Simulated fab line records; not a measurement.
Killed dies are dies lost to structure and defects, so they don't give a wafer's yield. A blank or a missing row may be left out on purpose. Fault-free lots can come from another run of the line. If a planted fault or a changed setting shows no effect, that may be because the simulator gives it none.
Matching of chambers | flow n5-finfet | cmp-04 running N5_BEOL_M11_CMP_52: 4 sister chambers
The step polishes, stops on SiCOH lowk, t overpolish 7 s, target thk 140 nm. 8 wafers are shown with their chamber, then 10 later ones without.

## EACH WAFER AND ITS CHAMBER
wafer  | chamber | motor-current-A (A) | time-to-endpoint-s (s)
L084.1 | 2       | 6.9                 | 69
L084.6 | 3       | 5.6                 | 64
L089.1 | 1       | 5.7                 | 72
L089.4 | 2       | 6.8                 | 63
L088.1 | 1       | 5.2                 | 72
L088.5 | 3       | 5.6                 | 66
L087.1 | 0       | 6.7                 | 70
L087.5 | 0       | 6.5                 | 66

## WAFERS WITHOUT THEIR CHAMBER
wafer  | motor-current-A (A) | time-to-endpoint-s (s)
L087.6 | 5.2                 | 73
L093.3 | 7.1                 | 68
L093.5 | 6.8                 | 70
L093.6 | 5.8                 | 69
L092.2 | 5.4                 | 73
L092.4 | 5.4                 | 69
L092.5 | 5.6                 | 72
L097.3 | 5.7                 | 68
L097.5 | 5.5                 | 56
L097.6 | 7.1                 | 65

## WHICH CHAMBER EACH ONE RAN IN
wafer  | from the rows above     | in truth
L087.6 | 1                       | 1
L093.3 | can't be placed: 2 or 0 | 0
L093.5 | can't be placed: 0 or 2 | 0
L093.6 | can't be placed: 3 or 1 | 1
L092.2 | 1                       | 1
L092.4 | can't be placed: 1 or 3 | 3
L092.5 | can't be placed: 1 or 3 | 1
L097.3 | can't be placed: 3 or 1 | 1
L097.5 | 3                       | 3
L097.6 | can't be placed: 2 or 0 | 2
Placed correctly: 3 of 10. Cannot be placed on the basis of these rows: 7; the candidates contain the true chamber in 7. Number placed wrongly: 0.
How it was worked out, from the rows above alone: a wafer's distance from a chamber is the root of the sum, over the readings, of the square of ((its reading less the chamber's mean) divided by the reading's scatter). If the next closest chamber is less than 2 further off than the closest, the wafer can't be placed; otherwise it belongs to the closest. A chamber's mean is the mean of its shown wafers. How the scatter is found: for the shown wafers, subtract from each reading the mean of its chamber, square and add these, divide the total by (wafers less chambers), then take the root.
